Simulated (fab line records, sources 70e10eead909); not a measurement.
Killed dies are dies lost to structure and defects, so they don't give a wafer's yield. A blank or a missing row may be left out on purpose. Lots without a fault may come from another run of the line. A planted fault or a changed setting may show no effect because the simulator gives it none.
Chamber matching | flow nand_harc | NHARC_P_BONDPAD_STRIP_15 on rie_diel-03: 4 sister chambers
The step strips in O2. 20 wafers are shown with their chamber, then 10 later ones without.

WAFERS WITH THEIR CHAMBER
wafer  | chamber | showerhead_plenum_p_Torr (Torr) | drypump_motor_current_A (A) | oes_product_au (a.u.)
L810.1 | 2       | 3.59                            | 5.9                         | 0.999
L810.2 | 0       | 3.43                            | 5.4                         | 0.977
L810.3 | 3       | 3.55                            | 6.1                         | 1.008
L811.2 | 3       | 3.55                            | 6.1                         | 1.016
L811.3 | 1       | 3.43                            | 6.0                         | 1.012
L811.4 | 0       | 3.43                            | 5.4                         | 0.980
L813.1 | 1       | 3.42                            | 6.0                         | 1.007
L813.3 | 3       | 3.55                            | 6.0                         | 1.001
L813.4 | 2       | 3.59                            | 5.9                         | 0.999
L819.1 | 0       | 3.43                            | 5.4                         | 0.979
L819.2 | 1       | 3.42                            | 6.0                         | 0.991
L819.5 | 3       | 3.55                            | 6.0                         | 1.007
L827.1 | 0       | 3.43                            | 5.4                         | 0.993
L827.2 | 3       | 3.55                            | 6.1                         | 1.016
L827.3 | 2       | 3.58                            | 5.9                         | 1.011
L828.1 | 3       | 3.55                            | 6.0                         | 1.022
L828.2 | 2       | 3.58                            | 5.9                         | 1.006
L828.6 | 0       | 3.43                            | 5.4                         | 0.989
L829.1 | 1       | 3.42                            | 6.0                         | 0.998
L829.3 | 3       | 3.55                            | 6.1                         | 1.010

SIGNATURES (means of the wafers above)
reading                  | chamber 0 | chamber 1 | chamber 2 | chamber 3 | scatter within a chamber
showerhead_plenum_p_Torr | 3.4300    | 3.4225    | 3.5850    | 3.5500    | 0.00331
drypump_motor_current_A  | 5.400     | 6.000     | 5.900     | 6.057     | 0.0327
oes_product_au           | 0.98360   | 1.00200   | 1.00375   | 1.01143   | 0.00731
Rule: a wafer's distance from a chamber is the root of the sum, over the readings, of the square of ((its reading less the chamber's mean) divided by the reading's scatter). The wafer belongs to the nearest chamber; if the next one is less than 2 further off, it can't be placed. The scatter: the root of (the sum of the squares of (reading less its chamber's mean) over the shown wafers, divided by (wafers less chambers)).

WAFERS WITHOUT THEIR CHAMBER
wafer  | showerhead_plenum_p_Torr (Torr) | drypump_motor_current_A (A) | oes_product_au (a.u.)
L829.6 | 3.58                            | 5.9                         | 1.009
L831.3 | 3.43                            | 5.4                         | 0.994
L831.4 | 3.42                            | 6.0                         | 1.011
L831.5 | 3.43                            | 5.4                         | 1.007
L832.1 | 3.43                            | 5.4                         | 0.985
L832.2 | 3.42                            | 6.0                         | 1.003
L832.6 | 3.55                            | 6.1                         | 1.007
L833.3 | 3.58                            | 5.9                         | 1.017
L833.4 | 3.43                            | 5.4                         | 1.009
L833.6 | 3.58                            | 5.9                         | 1.016

WHICH CHAMBER EACH WENT THROUGH
wafer  | from the rows above | in truth
L829.6 | 2                   | 2
L831.3 | 0                   | 0
L831.4 | 1                   | 1
L831.5 | 0                   | 0
L832.1 | 0                   | 0
L832.2 | 1                   | 1
L832.6 | 3                   | 3
L833.3 | 2                   | 2
L833.4 | 0                   | 0
L833.6 | 2                   | 2
Placed correctly: 10 of 10. Can't be placed from these rows: 0. Placed wrongly: 0.
